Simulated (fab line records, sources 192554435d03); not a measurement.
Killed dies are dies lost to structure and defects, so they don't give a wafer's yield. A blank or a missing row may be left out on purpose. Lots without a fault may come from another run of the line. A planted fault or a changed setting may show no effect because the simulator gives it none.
fab line records | flow n5_finfet | part 2 of 2: steps 20 to 30 of 30
record lots=5 wafers=15 last_day=16
route steps=1938 shown HKMG_FIN@388
lots that met no fault: from a run of the same line without faults
start_h: hours from the record's first day to the start of the lot's first wafer shown | wait_h: hours since the lot's step before | " the same as in the row above | L1.1+2: a row that stands for several wafers | - no value, or no start given | * or withheld: withheld | < > ~ a bound
route shown NAME@n: a module of which the file shows steps, and the number in the route of the first | usual: mean/standard deviation of fault-free wafers | same: alike in all rows | chamber/n: place in a boat | sites: the reading at each site | _std_site: their standard deviation | _edge_site: outer sites' mean less inner sites' | radius_mm: how far each site lies from the wafer's centre | mask NAME#n: copy n | behind: the tool/chamber that last shaped the wafer | hold: why the lot was held/for how many hours/how that ended | device: the transistor (n, p or np) that didn't switch | end of line: the same wafers' tests at the end of the route | a step without rows: its recipe alone | killed: dies lost to structure and defects at the first sort, not the wafer's yield | map: a wafer's dies, x killed, . not, _ none there
set.NAME: the setting as run; set.NAME@STEP: as run at that earlier step | model.NAME: the simulator's own value behind a step, which no gauge read
lots at some steps of the route; a table a step, a row a wafer
services: from which hour (start_h, from the record's first day; less than 0 if before it) a tool's chamber was out of use, for how many hours, and why
## steps
# step N5_HKMG_FIN_STRIP_93
# recipe chemistry=N2/H2 material=SOC time_s=20 power_w=500 temp_c=40 pressure_mtorr=50 rf_frequency_hz=6e+07 bias_power_w=8 h2_frac=0.5 n2_flow_sccm=300 h2_flow_sccm=300
# usual bias_power_w=7.998/0.024 drypump_motor_current_A=5.8/0.35 oes_product_au=0.78/0.086 rf_vpp_V=54.2/0.82 showerhead_plenum_p_Torr=3.35/0.11 throttle_valve_pct=19.0/0.32
# columns lot.wafer tool chamber start_h wait_h bias_power_w drypump_motor_current_A oes_product_au rf_hours_counter_h rf_vpp_V showerhead_plenum_p_Torr throttle_valve_pct
L080.1 rie_diel-02 1 112.23 0.2 8.010 5.6 0.72 211 55.1 3.19 18.6
L080.3 " 0 " " 7.955 6.0 0.93 26 53.8 3.41 18.9
L080.5 " 1 " " 8.028 5.6 0.71 - 54.5 3.19 18.6
L082.2 rie_diel-02 0 122.88 0.2 7.973 5.9 0.92 30 54.0 3.41 18.9
L082.3 " 1 " " 7.983 5.6 0.71 215 55.2 3.18 18.6
L082.6 " 2 " " 8.006 5.9 0.77 - 54.0 3.25 19.3
L086.3 rie_diel-04 1 145.91 0.2 8.025 5.7 0.75 165 54.9 3.49 19.4
L086.5 " 2 " " 8.021 6.3 0.70 - 53.9 3.32 19.1
L086.6 " 1 " " 7.979 5.7 0.76 - 55.2 3.49 19.4
L087.2 rie_diel-02 3 153.07 0.2 7.992 6.3 0.69 190 53.7 3.48 18.8
L087.4 " 1 " " 8.001 5.6 0.69 229 52.7 3.18 18.6
L087.5 " 1 " " 7.981 5.6 0.70 - 53.9 3.18 18.7
L089.3 rie_diel-02 1 162.51 0.2 8.023 5.6 0.70 232 52.1 3.18 18.7
L089.5 " 3 " " 7.956 6.3 0.69 - 53.3 3.48 18.8
L089.6 " 0 " " 8.003 5.9 0.89 - 54.2 3.40 18.9
# step N5_HKMG_FIN_WET_ETCH_76
# recipe chemistry=dNH4OH mix=1:50 temp_c=25 target=Al2O3 stop_on=La2O3 target_depth_nm=2.25 dry=ipa_marangoni rinse_time_s=30 rinse_temp_c=23
# columns lot.wafer tool chamber start_h wait_h
L080.1+3+5 wet_bench-06 6,4,1 112.32 0.1
L082.2+3+6 wet_bench-05 7,6,1 122.96 0.1
L086.3+5+6 wet_bench-05 2,1,3 145.99 0.1
L087.2+4+5 wet_bench-06 5,4,6 153.15 0.1
L089.3+5+6 wet_bench-06 7,5,6 162.60 0.1
# step N5_HKMG_FIN_STRIP_60
# recipe chemistry=N2/H2 power_w=2500 temp_c=300 h2_frac=0.65 time_s=360 pressure_mtorr=withheld n2_flow_sccm=1750 h2_flow_sccm=3250
# usual drypump_motor_current_A=5.72/0.25 heater_power_w=503/77
# columns lot.wafer tool chamber start_h wait_h drypump_motor_current_A heater_power_w rf_hours_counter_h
L080.1 plasma_asher-02 0 112.39 0.0 6.03 609 96
L080.3 " 1 " " 5.46 467 -
L080.5 " 1 " " 5.48 455 -
L082.2 plasma_asher-01 1 123.03 0.0 5.77 412 45
L082.3 " 1 " " 5.74 415 -
L082.6 " 1 " " 5.75 408 -
L086.3 plasma_asher-02 1 146.18 0.1 5.51 458 -
L086.5 " 0 " " 6.03 597 -
L086.6 " 1 " " 5.46 451 -
L087.2 plasma_asher-02 1 153.26 0.0 5.47 458 103
L087.4 " 0 " " 6.02 596 -
L087.5 " 1 " " 5.45 463 -
L089.3 plasma_asher-02 1 162.82 0.1 5.50 449 -
L089.5 " 1 " " 5.47 457 -
L089.6 " 0 " " 6.05 595 -
# step N5_HKMG_FIN_WET_ETCH_77
# recipe chemistry=dHCl mix=1:10000 temp_c=25 target=La2O3 stop_on=HfO2 target_depth_nm=2
# columns lot.wafer tool chamber start_h wait_h
L080.1+3+5 wet_bench-03 5,6,0 112.78 0.3
L082.2+3+6 wet_bench-03 3,1,2 123.42 0.3
L086.3+5+6 wet_bench-05 7,1,6 146.45 0.1
L087.2+4+5 wet_bench-05 7,3,6 153.65 0.3
L089.3+5+6 wet_bench-05 1,3,5 163.09 0.1
# step N5_HKMG_FIN_WET_ETCH_78
# recipe chemistry=dNH4OH mix=1:50 temp_c=25 target=Al2O3 stop_on=La2O3 target_depth_nm=4.5 dry=ipa_marangoni rinse_time_s=30 rinse_temp_c=23
# columns lot.wafer tool chamber start_h wait_h
L080.1+3+5 wet_bench-03 5,6,0 112.84 0.0
L082.2+3+6 wet_bench-03 3,1,2 123.45 0.0
L086.3+5+6 wet_bench-05 7,1,6 146.48 0.0
L087.2+4+5 wet_bench-05 7,3,6 153.68 0.0
L089.3+5+6 wet_bench-05 1,3,5 163.12 0.0
# step N5_HKMG_FIN_ALD_79
# recipe material=TiN target_thk_a=15 temp_c=400 ald_precursor_family=TiCl4 ald_co_reactant=NH3 pulse_time_s=1 purge_time_s=3 co_reactant_purge_time_s=2 co_reactant_pulse_time_s=2 ald_cycles=68 pressure_torr=3
# usual heater_power_w=917/110 precursor_pulse_height_rel=0.999/0.021
# same co_reactant_purge_time_s=2
# columns lot.wafer tool chamber start_h wait_h heater_power_w precursor_pulse_height_rel
L080.1 ald_metal-01 0 112.95 0.0 944 0.975
L080.3 " 1 " " 738 0.997
L080.5 " 2 " " 841 0.982
L082.2 ald_metal-03 2 123.52 0.0 807 1.011
L082.3 " 0 " " 1108 1.019
L082.6 " 1 " " 903 1.023
L086.3 ald_metal-03 3 146.55 0.0 947 0.997
L086.5 " 2 " " 817 0.950
L086.6 " 1 " " 898 0.987
L087.2 ald_metal-01 1 153.75 0.0 769 0.980
L087.4 " 3 " " 826 0.983
L087.5 " 1 " " 747 1.000
L089.3 ald_metal-04 3 163.19 0.0 924 1.022
L089.5 " 1 " " 968 0.959
L089.6 " 2 " " 1035 1.005
# step N5_HKMG_FIN_CVD_62
# recipe material=a-Si target_thk_a=30 temp_c=500 precursor=Si2H6 pressure_torr=1 time_s=20.8
# usual heater_power_w=1427/50
# columns lot.wafer tool chamber start_h wait_h heater_power_w
L080.1 thermal_cvd_si-02 0 113.31 0.2 1416
L080.3 " 2 " " 1460
L080.5 " 0 " " 1405
L082.2 thermal_cvd_si-02 0 123.88 0.2 1419
L082.3 " 2 " " 1450
L082.6 " 1 " " 1352
L086.3 thermal_cvd_si-02 2 146.91 0.2 1432
L086.5 " 2 " " 1412
L086.6 " 1 " " 1405
L087.2 thermal_cvd_si-01 1 154.11 0.2 1419
L087.4 " 1 " " 1419
L087.5 " 2 " " 1517
L089.3 thermal_cvd_si-01 2 163.55 0.2 1526
L089.5 " 1 " " 1404
L089.6 " 0 " " 1373
# step N5_HKMG_FIN_RTA_80
# recipe temp_c=withheld time_s=2 ambient=N2 idle_temp_c=600 ramp_up_c_per_s=150 ramp_down_c_per_s=60 cool_to_c=600
# columns lot.wafer tool chamber start_h wait_h
L080.1+3+5 rtp_anneal-01 0 113.46 0.1
L082.2+3+6 rtp_anneal-01 0 124.04 0.1
L086.3+5+6 rtp_anneal-02 0 147.08 0.1
L087.2+4+5 rtp_anneal-01 0 154.46 0.3
L089.3+5+6 rtp_anneal-01 0 163.73 0.1
# step N5_HKMG_FIN_PRECLEAN_64
# recipe chemistry=dHF time_s=30 temp_c=25 dilution=withheld
# columns lot.wafer tool chamber start_h wait_h
L080.1+3+5 wet_bench-05 7,2,0 113.60 0.1
L082.2+3+6 wet_bench-06 6,1,2 124.16 0.1
L086.3+5+6 wet_bench-06 3,6,4 147.19 0.1
L087.2+4+5 wet_bench-03 6,1,2 154.58 0.1
L089.3+5+6 wet_bench-03 7,4,0 163.83 0.1
# step N5_HKMG_FIN_WET_ETCH_65
# recipe chemistry=TMAH temp_c=70 conc_wt_pct=5 target=a-Si stop_on=TiN time_s=49 target_depth_nm=3
# usual bath_guard_temp_C=69.9/0.48
# columns lot.wafer tool chamber start_h wait_h bath_guard_temp_C
L080.1 wet_bench-05 7 113.61 0.0 69.8
L080.3 " 2 " " 69.5
L080.5 " 0 " " 71.0
L082.2 wet_bench-06 6 124.18 0.0 70.9
L082.3 " 1 " " 70.2
L082.6 " 2 " " 69.9
L086.3 wet_bench-06 3 147.21 0.0 69.9
L086.5 " 6 " " 70.7
L086.6 " 4 " " 70.1
L087.2 wet_bench-03 6 154.59 0.0 70.0
L087.4 " 1 " " 70.0
L087.5 " 2 " " 69.6
L089.3 wet_bench-03 7 163.84 0.0 70.1
L089.5 " 4 " " 70.2
L089.6 " 0 " " 70.2
# step N5_HKMG_FIN_WET_ETCH_81
# recipe chemistry=SC1 target=TiN stop_on=HfO2 mix=1:1:5 temp_c=60 time_s=57 target_depth_nm=6
# usual bath_guard_temp_C=59.9/0.47
# columns lot.wafer tool chamber start_h wait_h bath_guard_temp_C
L080.1 wet_bench-05 7 113.63 0.0 59.6
L080.3 " 2 " " 60.1
L080.5 " 0 " " 60.4
L082.2 wet_bench-06 6 124.19 0.0 60.4
L082.3 " 1 " " 59.7
L082.6 " 2 " " 59.7
L086.3 wet_bench-06 3 147.24 0.0 60.3
L086.5 " 6 " " 61.0
L086.6 " 4 " " 59.6
L087.2 wet_bench-03 6 154.61 0.0 60.0
L087.4 " 1 " " 59.8
L087.5 " 2 " " 59.3
L089.3 wet_bench-03 7 163.86 0.0 60.5
L089.5 " 4 " " 60.2
L089.6 " 0 " " 60.1
## services
# columns tool chamber start_h hours kind
arfi_scanner-02 - 87.45 1.3 pm
wet_bench-05 - 88.34 1.1 repair
rie_diel-02 0 91.45 11.1 repair
plasma_asher-02 - 94.49 0.5 repair
rie_diel-02 3 99.64 9.0 repair
arfi_scanner-02 - 109.78 1.0 pm
litho_track-04 - 112.93 - consumable_replace:filter
arfi_scanner-02 0 114.26 - calibration
plasma_asher-02 - 115.07 5.4 repair
rie_diel-02 3 117.67 8.6 repair
arfi_scanner-02 - 118.14 1.0 pm
rie_diel-04 - 122.84 15.6 pm
arfi_scanner-03 - 127.17 1.0 pm
ald_metal-04 2 134.49 3.6 repair
arfi_scanner-03 - 134.61 4.9 pm
arfi_scanner-02 - 139.00 0.8 pm
arfi_scanner-03 - 139.95 1.1 repair
ald_hk-03 - 147.64 2.4 repair
plasma_asher-01 - 156.58 0.9 repair
arfi_scanner-03 - 163.12 1.3 pm
ald_hk-02 - 163.34 2.8 pm
